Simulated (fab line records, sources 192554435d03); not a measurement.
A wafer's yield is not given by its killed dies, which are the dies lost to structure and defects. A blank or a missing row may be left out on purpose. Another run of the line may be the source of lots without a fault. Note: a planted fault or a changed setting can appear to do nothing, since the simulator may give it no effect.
Split-lot study | flow n5 finfet | 7 lots, 21 wafers read, on a route of 1938 steps

ABOUT THE SPLIT
At N5_ZERO_LAYER_EXPOSE_08 (exposes mask ZERO, defocus 0 nm, target cd 2000 nm), the setting dose mj was moved away from the recipe's 16.2 on 7 of the 21 wafers read, by -6.9% to +6.1%. All remaining wafers had this setting at the recipe value.

FROM THE SPLIT TO THE READING: what the file shows between them, 3 steps
- N5_ZERO_LAYER_PEB_09
- N5_ZERO_LAYER_DEVELOP_10: develop time 60 s
- N5_ZERO_LAYER_HARDBAKE_23: time 120 s

THE READING
cd nm, in nm, at N5_ZERO_LAYER_CD_MEAS_11 (target cd 2000 nm). A value of 1999.3 nm with a standard deviation of 2.6 nm is what fault-free wafers of this fab line usually give.

wafer  | tool, chamber at the split | dose mj as run | against the recipe | cd nm, nm | against lot-mates on the recipe
L075.1 | krf scanner-02, 0          | 15.09          | -6.9%              | 1986.8    | -13.6
L075.2 | krf scanner-02, 0          | 15.09          | -6.9%              | 1983.6    | -16.8
L075.6 | krf scanner-02, 0          | 16.2           | recipe             | 2000.4    | -
L077.2 | krf scanner-02, 0          | 16.2           | recipe             | 1997.1    | -
L077.5 | krf scanner-02, 0          | 17.19          | +6.1%              | 2007.5    | +10.6
L077.6 | krf scanner-02, 0          | 16.2           | recipe             | 1996.8    | -
L081.1 | krf scanner-01, 0          | 16.2           | recipe             | 2002.9    | -
L081.3 | krf scanner-01, 0          | 16.2           | recipe             | 2003.6    | -
L081.6 | krf scanner-01, 0          | 16.2           | recipe             | 2002.0    | -
L083.3 | krf scanner-01, 0          | 16.7           | +3.1%              | 2004.6    | +5.8
L083.4 | krf scanner-01, 0          | 16.2           | recipe             | 2000.5    | -
L083.5 | krf scanner-01, 0          | 16.2           | recipe             | 1997.2    | -
L084.1 | krf scanner-02, 0          | 16.2           | recipe             | 1999.2    | -
L084.5 | krf scanner-02, 0          | 15.32          | -5.4%              | 1987.8    | -11.4
L084.6 | krf scanner-02, 0          | 15.32          | -5.4%              | 1989.1    | -10.1
L095.1 | krf scanner-01, 0          | 16.2           | recipe             | 1995.4    | -
L095.2 | krf scanner-01, 0          | 16.2           | recipe             | 1998.0    | -
L095.3 | krf scanner-01, 0          | 16.2           | recipe             | 1998.6    | -
L096.1 | krf scanner-02, 0          | 16.2           | recipe             | 1996.7    | -
L096.4 | krf scanner-02, 0          | 16.91          | +4.4%              | 2003.3    | +6.2
L096.6 | krf scanner-02, 0          | 16.2           | recipe             | 1997.5    | -

FIT RESULTS
A straight line over all 21 wafers: cd nm changes by +1.76 nm for each +1% of dose mj; r = +0.93; the points scatter about the line by 2.4 nm.
The same after taking each lot's own level away (the mean of its wafers on the recipe; 21 wafers): +1.97 nm for each +1%; r = +0.98; scatter 1.3 nm.
The reading moves by 13 nm for the largest change in dose mj, on that fit.
Measured against the standard deviation above, the lots' own levels, which go from 1996.95 to 2002.83 nm, span 2.3 times it.
Thus the slope moves with the lot-to-lot level: the two fits are different.
Check: with one of the wafers moved furthest among these (-6.9%) left out of the fit, the line predicts -13.9 nm for it against its lot-mates. Against them it came out at -13.6 nm.

THE WHOLE CHAIN: every reading that the file lists as answering this split, in the file's order
step                     | what it does             | reading                                                           | change (the file's fit)              | r (the file's)
N5_ZERO_LAYER_CD_MEAS_11 | target cd 2000 nm        | cd nm                                                             | +1.91 nm for each +1% of the setting | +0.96
N5_ZERO_LAYER_DESCUM_16  | chemistry O2, time 7.9 s | ZERO_LAYER.cd nm (the simulator's own value, which no gauge read) | +1.92 nm for each +1% of the setting | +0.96

THE FILE'S OWN FIT
cd nm changes by +1.91 nm for each +1% of dose mj, r = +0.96.
